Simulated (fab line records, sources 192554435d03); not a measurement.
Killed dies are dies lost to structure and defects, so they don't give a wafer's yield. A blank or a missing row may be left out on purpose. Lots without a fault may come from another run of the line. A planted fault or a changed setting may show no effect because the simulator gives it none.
fab line records | flow n5_finfet
record lots=5 wafers=15 last_day=18
route steps=1938 shown BEOL_M6@1202 PASSIVATION@1936
lots that met no fault: from a run of the same line without faults
start_h: hours from the record's first day to the start of the lot's first wafer shown | wait_h: hours since the lot's step before | " the same as in the row above | L1.1+2: a row that stands for several wafers | - no value, or no start given | * or withheld: withheld | < > ~ a bound
route shown NAME@n: a module of which the file shows steps, and the number in the route of the first | usual: mean/standard deviation of fault-free wafers | same: alike in all rows | chamber/n: place in a boat | sites: the reading at each site | _std_site: their standard deviation | _edge_site: outer sites' mean less inner sites' | radius_mm: how far each site lies from the wafer's centre | mask NAME#n: copy n | behind: the tool/chamber that last shaped the wafer | hold: why the lot was held/for how many hours/how that ended | device: the transistor (n, p or np) that didn't switch | end of line: the same wafers' tests at the end of the route | a step without rows: its recipe alone | killed: dies lost to structure and defects at the first sort, not the wafer's yield | map: a wafer's dies, x killed, . not, _ none there
set.NAME: the setting as run; set.NAME@STEP: as run at that earlier step | model.NAME: the simulator's own value behind a step, which no gauge read
lots at some steps of the route; a table a step, a row a wafer
services: from which hour (start_h, from the record's first day; less than 0 if before it) a tool's chamber was out of use, for how many hours, and why
## steps
# step N5_BEOL_M6_EBR_07
# recipe solvent=PGMEA ebr_width_mm=1.5
# step N5_BEOL_M6_SOFTBAKE_06
# recipe temp_c=110 time_s=60 resist=CAR-ArF
# step N5_BEOL_M6_EXPOSE_08
# recipe mask_id=M6 na=1.35 source_shape=dipole sigma_inner=0.817 sigma_outer=0.97 polarization=te dose_mj=68.25
# step N5_BEOL_M6_PEB_09
# recipe peb_temp_c=withheld peb_time_s=60 resist=CAR-ArF
# step N5_BEOL_M6_DEVELOP_10
# recipe develop_time_s=30 developer=TMAH resist=CAR-ArF rinse_liquid=diw dry=air_spin dev_temp_c=23
# step N5_BEOL_M6_CD_MEAS_11
# recipe target_cd_nm=38.5 landing_energy_ev=500 detector=se_inlens polarity=opening
# usual cd_nm=38.7/0.52
# same landing_energy_ev=500
# columns lot.wafer tool chamber start_h wait_h cd_nm
L919.3 cd_sem-02 0 237.86 - 38.7
L919.5 " 0 " " 39.2
L919.6 " 0 " " 39.1
L927.2 cd_sem-01 0 275.33 - 39.0
L927.3 " 0 " " 39.0
L927.6 " 0 " " 38.9
L930.1 cd_sem-01 0 288.28 - 38.5
L930.4 " 0 " " 37.9
L930.5 " 0 " " 37.8
L928.1 cd_sem-01 0 292.98 - 39.3
L928.2 " 0 " " 38.8
L928.4 " 0 " " 39.1
L935.1 cd_sem-01 0 322.81 - 38.6
L935.2 " 0 " " 38.5
L935.4 " 0 " " 38.6
# step N5_BEOL_M6_OVL_MEAS_12
# recipe points_per_wafer=44
# usual M6_OVL=0.7/0.75
# columns lot.wafer tool chamber start_h wait_h M6_OVL[nm]
L919.3 overlay-01 0 237.88 0.0 0.9
L919.5 " 0 " " 0.4
L919.6 " 0 " " 0.4
L927.2 overlay-02 0 275.36 0.0 0.0
L927.3 " 0 " " 0.3
L927.6 " 0 " " 0.4
L930.1 overlay-02 0 288.31 0.0 0.6
L930.4 " 0 " " 1.4
L930.5 " 0 " " 0.7
L928.1 overlay-02 0 293.01 0.0 0.3
L928.2 " 0 " " 0.9
L928.4 " 0 " " 0.2
L935.1 overlay-01 0 322.84 0.0 0.8
L935.2 " 0 " " 0.9
L935.4 " 0 " " 1.4
# step N5_BEOL_M6_INSPECT_13
# recipe mode=adi inspect_instrument=brightfield
# usual raw_defect_count=430/100
# columns lot.wafer tool chamber start_h wait_h raw_defect_count
L919.3 defect_inspect-01 - 237.91 0.0 420
L919.5 " - " " 424
L919.6 " - " " 545
L927.2 defect_inspect-02 - 275.39 0.0 587
L927.3 " - " " 584
L927.6 " - " " 536
L930.1 defect_inspect-01 - 288.33 0.0 367
L930.4 " - " " 369
L930.5 " - " " 337
L928.1 defect_inspect-01 - 293.03 0.0 480
L928.2 " - " " 531
L928.4 " - " " 474
L935.1 defect_inspect-01 - 322.86 0.0 339
L935.2 " - " " 381
L935.4 " - " " 362
# step N5_BEOL_M6_DESCUM_16
# recipe chemistry=O2 time_s=7.9 source_power_w=50 bias_power_w=20 pressure_mtorr=20 rf_frequency_hz=2.712e+07 temp_c=40 resist=CAR-ArF o2_flow_sccm=225
# usual bias_power_w=20.00/0.058 drypump_motor_current_A=5.6/0.33 oes_product_au=0.79/0.088 rf_vpp_V=243.2/1.3 showerhead_plenum_p_Torr=2.11/0.064 throttle_valve_pct=20.29/0.19
# columns lot.wafer tool chamber start_h wait_h bias_power_w drypump_motor_current_A oes_product_au rf_hours_counter_h rf_vpp_V showerhead_plenum_p_Torr throttle_valve_pct
L919.3 rie_diel-04 3 237.94 0.0 19.97 5.0 0.86 56 244.8 2.22 20.23
L919.5 " 0 " " 19.94 5.9 0.75 - 243.1 2.08 20.33
L919.6 " 1 " " 20.11 5.4 0.88 - 240.4 2.05 20.02
L927.2 rie_diel-05 0 275.42 0.0 19.96 5.6 0.81 83 244.5 2.20 20.33
L927.3 " 2 " " 20.01 5.8 0.68 229 244.0 2.14 19.99
L927.6 " 0 " " 20.03 5.6 0.82 - 244.8 2.21 20.31
L930.1 rie_diel-05 0 288.37 0.0 20.02 5.6 0.81 87 245.3 2.20 20.35
L930.4 " 2 " " 19.99 5.8 0.68 233 243.7 2.14 19.99
L930.5 " 3 " " 19.95 5.7 0.67 - 244.3 2.08 20.49
L928.1 rie_diel-05 2 293.06 0.0 19.99 5.8 0.67 234 243.3 2.14 20.01
L928.2 " 0 " " 19.98 5.6 0.80 89 244.9 2.20 20.35
L928.4 " 3 " " 20.01 5.7 0.67 246 242.7 2.08 20.49
L935.1 rie_diel-05 2 323.26 0.4 20.05 5.8 0.66 248 242.7 2.13 20.02
L935.2 " 1 " " 20.09 5.4 0.88 49 242.6 2.05 20.43
L935.4 " 0 " " 20.07 5.6 0.80 - 244.4 2.20 20.37
# step N5_BEOL_M6_ETCH_61
# recipe chemistry=CF4 target=SiARC target_depth_a=455 mask_material=CAR-ArF time_s=75.8 ion_energy_ev=80 pressure_mtorr=40 source_w=545 bias_w=36 Ar_flow_sccm=100 cf4_flow_sccm=100 ends=cleared
# usual drypump_motor_current_A=5.6/0.33 etch_rf_on_time_s=75.8/1.5 oes_product_au=0.68/0.076 rf_vpp_V=184.3/1.2 showerhead_plenum_p_Torr=2.16/0.065 throttle_valve_pct=15.49/0.18
# columns lot.wafer tool chamber start_h wait_h drypump_motor_current_A etch_rf_on_time_s oes_product_au rf_hours_counter_h rf_vpp_V showerhead_plenum_p_Torr throttle_valve_pct
L919.3 rie_diel-04 3 237.98 0.0 5.0 75.0 0.75 56 183.8 2.25 15.29
L919.5 " 0 " " 5.9 76.8 0.63 - 182.5 2.12 15.54
L919.6 " 1 " " 5.4 76.1 0.75 - 183.6 2.08 15.05
L927.2 rie_diel-05 0 275.46 0.0 5.5 76.7 0.69 83 184.5 2.25 15.56
L927.3 " 2 " " 5.8 76.6 0.58 229 186.1 2.20 15.39
L927.6 " 0 " " 5.5 77.5 0.70 - 187.1 2.25 15.54
L930.1 rie_diel-05 0 288.40 0.0 5.6 75.8 0.70 87 186.2 2.25 15.56
L930.4 " 2 " " 5.8 75.4 0.58 233 184.8 2.19 15.38
L930.5 " 3 " " 5.7 77.4 0.58 - 182.7 2.12 15.64
L928.1 rie_diel-05 2 293.10 0.0 5.8 75.2 0.58 234 183.1 2.19 15.40
L928.2 " 0 " " 5.6 76.8 0.69 89 185.5 2.25 15.58
L928.4 " 3 " " 5.7 76.7 0.58 246 183.7 2.12 15.65
L935.1 rie_diel-05 2 323.30 0.0 5.8 76.3 0.58 248 184.1 2.19 15.43
L935.2 " 1 " " 5.4 73.2 0.75 49 182.2 2.10 15.54
L935.4 " 0 " " 5.6 75.9 0.68 - 184.7 2.24 15.59
# step N5_BEOL_M6_ETCH_62
# recipe chemistry=N2/H2 target=SOC target_depth_a=1100 overetch_a=220 mask_material=SiARC temp_c=40 time_s=165 ion_energy_ev=200 pressure_mtorr=30 source_w=840 bias_w=150 n2_flow_sccm=200 h2_flow_sccm=200
# usual drypump_motor_current_A=5.6/0.34 n2_flow_sccm=200.0/0.61 oes_product_au=0.67/0.071 rf_vpp_V=524.4/2.5 showerhead_plenum_p_Torr=2.56/0.085 throttle_valve_pct=17.70/0.19
# columns lot.wafer tool chamber start_h wait_h drypump_motor_current_A n2_flow_sccm oes_product_au rf_hours_counter_h rf_vpp_V showerhead_plenum_p_Torr throttle_valve_pct
L919.3 rie_diel-04 3 238.03 0.0 5.0 199.1 0.73 56 527.2 2.69 17.64
L919.5 " 0 " " 5.9 199.3 0.63 - 524.2 2.53 17.76
L919.6 " 1 " " 5.4 199.9 0.76 - 521.5 2.51 17.54
L927.2 rie_diel-05 0 275.51 0.0 5.6 200.5 0.69 83 528.0 2.69 17.85
L927.3 " 2 " " 5.8 199.7 0.58 229 525.4 2.61 17.44
L927.6 " 0 " " 5.6 199.9 0.70 - 528.0 2.69 17.85
L930.1 rie_diel-05 0 288.46 0.0 5.6 200.4 0.69 87 528.0 2.69 17.85
L930.4 " 2 " " 5.8 200.0 0.57 233 525.9 2.61 17.42
L930.5 " 3 " " 5.7 200.8 0.59 - 522.2 2.48 17.62
L928.1 rie_diel-05 2 293.16 0.0 5.8 200.8 0.58 234 525.8 2.61 17.44
L928.2 " 0 " " 5.6 199.5 0.69 89 527.4 2.69 17.85
L928.4 " 3 " " 5.7 200.1 0.59 246 522.5 2.48 17.62
L935.1 rie_diel-05 2 323.35 0.0 5.8 200.3 0.58 248 524.8 2.60 17.46
L935.2 " 1 " " 5.4 200.3 0.73 49 522.0 2.49 17.86
L935.4 " 0 " " 5.6 200.9 0.67 - 527.3 2.68 17.88
# step N5_BEOL_M6_STRIP_68
# recipe chemistry=N2/H2 temp_c=40 n2_flow_sccm=200 h2_flow_sccm=200 rf_frequency_hz=6e+07
# step N5_BEOL_M6_STRIP_67
# recipe chemistry=CF4 resist=SiARC power_w=300 bias_power_w=75 pressure_mtorr=50 cf4_flow_sccm=150 rf_frequency_hz=6e+07
# usual bias_power_w=74.98/0.24 drypump_motor_current_A=5.6/0.33 oes_product_au=0.79/0.084 rf_vpp_V=271.5/1.5 showerhead_plenum_p_Torr=1.81/0.056 throttle_valve_pct=13.48/0.19
# columns lot.wafer tool chamber start_h wait_h bias_power_w drypump_motor_current_A oes_product_au rf_hours_counter_h rf_vpp_V showerhead_plenum_p_Torr throttle_valve_pct
L919.3 rie_diel-04 3 238.18 0.0 75.19 5.0 0.87 56 273.4 1.87 13.20
L919.5 " 0 " " 74.87 5.9 0.74 - 270.7 1.78 13.57
L919.6 " 1 " " 75.19 5.4 0.89 - 270.5 1.74 13.01
L927.2 rie_diel-05 0 275.66 0.0 74.48 5.6 0.82 84 272.1 1.90 13.58
L927.3 " 2 " " 74.98 5.7 0.69 229 271.5 1.84 13.43
L927.6 " 0 " " 74.91 5.6 0.81 - 272.6 1.90 13.58
L930.1 rie_diel-05 0 288.61 0.0 74.85 5.5 0.82 87 275.2 1.90 13.59
L930.4 " 2 " " 75.22 5.8 0.68 233 272.5 1.84 13.43
L930.5 " 3 " " 75.23 5.7 0.69 - 270.3 1.78 13.67
L928.1 rie_diel-05 2 293.30 0.0 74.95 5.8 0.68 234 271.5 1.84 13.43
L928.2 " 0 " " 74.86 5.6 0.82 89 273.2 1.90 13.61
L928.4 " 3 " " 75.05 5.7 0.69 246 270.3 1.78 13.68
L935.1 rie_diel-05 2 323.50 0.0 75.08 5.7 0.67 248 271.9 1.83 13.47
L935.2 " 1 " " 74.84 5.4 0.86 49 271.9 1.77 13.51
L935.4 " 0 " " 75.51 5.6 0.80 - 271.8 1.90 13.63
# step N5_BEOL_M6_HM_OPEN_17
# recipe chemistry=Cl2/BCl3 target_depth_a=200 overetch_a=60 target=TiN mask_material=SOC ion_energy_ev=150 pressure_mtorr=10 icp_w=1000 bias_w=126 Cl2_flow_sccm=53.25 bcl3_flow_sccm=21.75 Ar_flow_sccm=25
# step N5_BEOL_M6_STRIP_19
# recipe chemistry=O2 power_w=400 temp_c=40 pressure_mtorr=30 rf_frequency_hz=6e+07 bias_power_w=0 overash_fraction=0.2 o2_flow_sccm=225
# usual drypump_motor_current_A=5.6/0.39 oes_product_au=0.80/0.077 rf_vpp_V=3.6/0.61 showerhead_plenum_p_Torr=2.12/0.067 throttle_valve_pct=16.56/0.17
# same bias_power_w=0
# columns lot.wafer tool chamber start_h wait_h drypump_motor_current_A oes_product_au rf_hours_counter_h rf_vpp_V showerhead_plenum_p_Torr throttle_valve_pct
L919.3 rie_diel-02 1 238.39 0.1 5.4 0.90 24 4.2 2.11 16.51
L919.5 " 1 " " 5.4 0.88 - 3.7 2.11 16.48
L919.6 " 0 " " 5.4 0.78 - 3.8 2.10 16.49
L927.2 rie_diel-04 0 275.95 0.2 5.9 0.74 207 3.4 2.08 16.65
L927.3 " 2 " " 5.7 0.71 210 3.9 2.16 16.88
L927.6 " 3 " " 4.9 0.84 - 4.2 2.22 16.47
L930.1 rie_diel-02 0 288.76 0.1 5.4 0.76 151 4.1 2.10 16.50
L930.4 " 3 " " 5.5 0.84 79 4.5 2.04 16.73
L930.5 " 2 " " 6.6 0.73 - 3.3 2.01 16.72
L928.1 rie_diel-04 1 293.45 0.1 5.4 0.84 46 3.4 2.05 16.24
L928.2 " 0 " " 5.9 0.73 213 3.5 2.08 16.65
L928.4 " 2 " " 5.6 0.70 216 3.0 2.16 16.88
L935.1 rie_diel-04 3 323.65 0.1 5.0 0.82 89 3.2 2.21 16.51
L935.2 " 2 " " 5.7 0.70 227 3.2 2.16 16.90
L935.4 " 1 " " 5.4 0.84 56 2.3 2.05 16.30
# step N5_BEOL_M6_CD_MEAS_18
# recipe pitch_nm=80 target_cd_nm=40
# usual cd_nm=40.2/0.6
# columns lot.wafer tool chamber start_h wait_h cd_nm
L919.3 cd_sem-01 - 238.46 0.1 40.1
L919.5 " - " " 40.6
L919.6 " - " " 39.6
L927.2 cd_sem-02 - 276.02 0.1 40.7
L927.3 " - " " 40.5
L927.6 " - " " 40.6
L930.1 cd_sem-03 - 288.83 0.0 40.0
L930.4 " - " " 39.6
L930.5 " - " " 39.1
L928.1 cd_sem-02 - 293.52 0.0 40.7
L928.2 " - " " 41.0
L928.4 " - " " 39.9
L935.1 cd_sem-01 - 323.72 0.0 39.8
L935.2 " - " " 39.4
L935.4 " - " " 40.3
# step N5_BEOL_M6_COAT_63
# recipe resist=SOC temp_c=250 time_s=60 spin_rpm=1500 resist_thk_nm=60
# step N5_BEOL_M6_COAT_64
# recipe resist=SiARC temp_c=220 time_s=60 spin_rpm=1500 resist_thk_nm=12
# step N5_BEOL_M6_COAT_71
# recipe resist=underlayer temp_c=205 time_s=60 spin_rpm=1500 resist_thk_nm=5
# step N5_BEOL_M6_COAT_22
# recipe resist=CAR-EUV spin_rpm=1500 resist_thk_nm=30
# step N5_BEOL_M6_EBR_24
# recipe solvent=PGMEA ebr_width_mm=1.5
# step N5_BEOL_M6_SOFTBAKE_23
# recipe temp_c=110 time_s=60 resist=CAR-EUV
# step N5_BEOL_M6_EXPOSE_25
# recipe mask_id=V5 na=0.33 source_shape=annular sigma_inner=0.4 sigma_outer=0.8 polarization=unpolarized target_cd_nm=40 dose_mj=45
# step N5_BEOL_M6_PEB_26
# recipe peb_temp_c=100 peb_time_s=60 resist=CAR-EUV
# step N5_BEOL_M6_DEVELOP_27
# recipe develop_time_s=30 developer=TMAH resist=CAR-EUV rinse_liquid=surfactant_rinse dry=air_spin dev_temp_c=23
# step N5_BEOL_M6_CD_MEAS_28
# recipe target_cd_nm=40 landing_energy_ev=500 detector=se_inlens
# usual cd_nm=40.01/0.21
# same landing_energy_ev=500
# columns lot.wafer tool chamber start_h wait_h cd_nm
L919.3 cd_sem-03 0 238.90 - 39.91
L919.5 " 0 " " 40.52
L919.6 " 0 " " 39.89
L927.2 cd_sem-02 0 276.34 - 40.14
L927.3 " 0 " " 39.76
L927.6 " 0 " " 40.17
L930.1 cd_sem-02 0 289.26 - 40.35
L930.4 " 0 " " 39.98
L930.5 " 0 " " 40.23
L928.1 cd_sem-02 0 295.90 - 39.43
L928.2 " 0 " " 39.79
L928.4 " 0 " " 39.72
L935.1 cd_sem-03 0 325.45 - 39.98
L935.2 " 0 " " 39.93
L935.4 " 0 " " 40.05
# step N5_BEOL_M6_OVL_MEAS_29
# recipe points_per_wafer=522
# usual V5_OVL=-0.2/0.75
# columns lot.wafer tool chamber start_h wait_h V5_OVL[nm]
L919.3 overlay-02 0 238.94 0.0 1.4
L919.5 " 0 " " 0.5
L919.6 " 0 " " 0.2
L927.2 overlay-01 0 276.37 0.0 -0.1
L927.3 " 0 " " -1.3
L927.6 " 0 " " -0.7
L930.1 overlay-01 0 289.29 0.0 -0.1
L930.4 " 0 " " -0.6
L930.5 " 0 " " 0.8
L928.1 overlay-02 0 295.94 0.0 0.3
L928.2 " 0 " " 0.6
L928.4 " 0 " " 0.4
L935.1 overlay-02 0 325.48 0.0 -0.8
L935.2 " 0 " " -0.3
L935.4 " 0 " " -0.2
# step N5_BEOL_M6_INSPECT_30
# recipe mode=adi inspect_instrument=brightfield
# usual raw_defect_count=427/100
# columns lot.wafer tool chamber start_h wait_h raw_defect_count
L919.3 defect_inspect-01 - 238.98 0.0 430
L919.5 " - " " 1776
L919.6 " - " " 500
L927.2 defect_inspect-02 - 276.43 0.0 616
L927.3 " - " " 621
L927.6 " - " " 520
L930.1 defect_inspect-01 - 289.35 0.1 373
L930.4 " - " " 374
L930.5 " - " " 337
L928.1 defect_inspect-02 - 295.99 0.1 516
L928.2 " - " " 577
L928.4 " - " " 482
L935.1 defect_inspect-02 - 325.54 0.1 344
L935.2 " - " " 410
L935.4 " - " " 383
# step N5_BEOL_M6_DESCUM_33
# recipe chemistry=O2 time_s=7 source_power_w=50 bias_power_w=20 pressure_mtorr=20 rf_frequency_hz=2.712e+07 temp_c=40 resist=CAR-EUV o2_flow_sccm=225
# usual bias_power_w=19.99/0.059 drypump_motor_current_A=5.6/0.39 oes_product_au=0.79/0.075 rf_vpp_V=243.4/1.4 showerhead_plenum_p_Torr=2.10/0.064 throttle_valve_pct=20.32/0.18
# columns lot.wafer tool chamber start_h wait_h bias_power_w drypump_motor_current_A oes_product_au rf_hours_counter_h rf_vpp_V showerhead_plenum_p_Torr throttle_valve_pct
L919.3 rie_diel-02 1 239.02 0.0 19.95 5.4 0.88 24 245.8 2.11 20.25
L919.5 " 2 " " 20.04 6.6 0.74 - 241.3 2.01 20.45
L919.6 " 3 " " 19.99 5.5 0.85 - 241.1 2.04 20.46
L927.2 rie_diel-04 0 276.46 0.0 19.95 5.9 0.74 207 243.9 2.08 20.37
L927.3 " 2 " " 19.93 5.7 0.71 210 244.2 2.16 20.64
L927.6 " 2 " " 19.99 5.7 0.71 - 243.6 2.16 20.63
L930.1 rie_diel-04 2 289.41 0.1 19.96 5.7 0.71 214 244.0 2.16 20.63
L930.4 " 1 " " 20.11 5.4 0.85 45 240.5 2.05 20.07
L930.5 " 0 " " 19.93 5.9 0.74 - 244.9 2.08 20.37
L928.1 rie_diel-04 1 296.03 0.0 19.99 5.4 0.84 48 241.8 2.04 20.05
L928.2 " 0 " " 19.97 5.9 0.72 214 243.2 2.07 20.38
L928.4 " 2 " " 20.09 5.7 0.71 217 244.4 2.15 20.63
L935.1 rie_diel-05 0 325.57 0.0 19.98 5.6 0.80 104 243.9 2.20 20.37
L935.2 " 1 " " 20.04 5.4 0.87 50 242.6 2.05 20.43
L935.4 " 1 " " 20.01 5.4 0.87 - 242.7 2.05 20.40
# step N5_PASSIVATION_PROBE_49
# usual defect_limited_yield=91.0/1.5 killed_at_M0_to_M3=34/9.1 killed_at_M4_up=14/5.7 killed_at_contacts=13/5.7 killed_at_front_end=42/12 killed_at_other=4/3.4 killed_dies=106/17 killed_open=70/13 killed_short=34/7.5 sort_bin_5_function=5.2/0.94 sort_bin_6_memory=3.4/0.69 sort_n_pass=1074/17 sort_yield_pct=91.0/1.5
# same gross_dies=1180 killed_at_back_side=0 sort_bin_4_leakage[%]=0 sort_bin_8_speed[%]=0
# columns lot.wafer tool chamber start_h wait_h defect_limited_yield[%] killed_at_M0_to_M3 killed_at_M4_up killed_at_contacts killed_at_front_end killed_at_other killed_dies killed_open killed_short sort_bin_5_function[%] sort_bin_6_memory[%] sort_n_pass sort_yield_pct[%]
L919.5 prober-01 - 323.09 0.2 78.6 44 163 15 25 6 253 65 34 13.3 3.9 927 78.6
# killed by level:class
L919.5 BEOL_M6:unspecified=152 MOL_CONTACT_COAG:geometric_particle:open=12 BEOL_M2:geometric_particle:open=11 BEOL_M0_SAQP:geometric_particle:short=10 BEOL_M1:geometric_particle:open=10 BEOL_M4:geometric_particle:open=9 STI_FIN_REVEAL:geometric_particle:open=5 GATE_CUT:geometric_particle:short=4
# map L919.5 (x killed, . not)
_________________......x..x..________________
______________.x..x.......xx..x._____________
___________.....x........xx.....x..__________
__________......x.........x.......x._________
________................x.....x......._______
_______................x.xx............______
______.......x.........x.........xx....._____
_____.x............x.....................____
____.......................x.x.....x......___
___.....x........................x..x.x...x__
___..........x.........x.....x....xxx......__
__x.......x......x...........xxxxxxxxxxx...._
__...x...x..x...............xxxxxxxxxxxxxx.x_
_..........................xxxxxxxxxxxxxx....
_.......x...........x..x..xxxxxxxxxxxxxxxxx..
_.x...........x.............xxxxxxxxxxxxxxxx.
_.x.......x..................xxxxxxxxxxxxx...
_.x........................xxxxxxxxxxxxxxxx..
_...............x.......x..x.xxxxxxxxxxxxx.xx
_......................x....xxxxxxxxxxxxxx...
_x........x..x......x.........xxxxxxxxxxx....
__......................x....xx..x.xxx......_
__.x.....x.....................xx..xx......._
___.x...x...............x............x.....__
___x..x......x....x....xx...............x..__
____....x.................x...xx.x..x.....___
_____..........x....x.......x............____
______................x............x..x._____
_______.x...x...x..........x.........x.______
________.x.............xx....x........_______
__________........x.......x.x......._________
___________...................x....__________
______________x................._____________
_________________............________________
# map L935.1 (x killed, . not)
_________________..x.......x.________________
______________....x.x........x.._____________
___________............x....x......__________
__________................x..x......_________
________..x..x..x.........x.......x..._______
_______.............xx.................______
______x...............x..........x......_____
_____.......x.................x.x........____
____......x............................x..___
___........................x...x...........__
___................x...x.x...............x.__
__.......x............x....................._
__.x..........................x....x........_
_..x.x.....x....xx.x..........x.......x.x..x.
_.....x......x...............................
_.................................x...x......
_................x..........x.........x......
_.......x.........x.....x.................x..
_...x..xx.xx..................x....x.........
_x.x.....x.......x...........................
_....x...........................xxx.........
__.x...................x...x...............x_
__....x.........................x.......x..._
___............................x...........__
___.......x.......................x........__
____...x...x.x.....x......................___
_____.x.....x........................x...____
______.x................x..............._____
_______...xx...x.......................______
________..x....x........x...........x._______
__________..........x.x...........x._________
___________xx......x..x............__________
______________x........x........_____________
_________________.x.x..x.....________________
## services
# columns tool chamber start_h hours kind
rie_diel-04 2 266.00 8.9 repair
rie_diel-05 3 304.84 - clean
rie_diel-05 3 304.84 - consumable_replace:focus_ring
rie_diel-05 3 304.84 21.1 scheduled_down
rie_diel-05 3 304.84 21.1 vent_cycle
rie_diel-02 3 307.91 13.1 repair
## key
first_sign step=N5_BEOL_M6_INSPECT_30 reading=raw_defect_count direction=up sigmas=13 usual=427 struck=1776
effect step=N5_PASSIVATION_PROBE_49 reading=killed_at_M4_up direction=up sigmas=26 usual=14 struck=163
more_kills_born_at N5_BEOL_M6_STRIP_67@rie_diel-04=152
met_at N5_BEOL_M6_STRIP_67
struck_wafers L919.5
fault kind=chamber_particle_source tool=rie_diel-04 chamber=0 onset_h=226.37 steps=N5_BEOL_M6_STRIP_67 rate_per_visit_cm2=2.0911 end_h=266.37
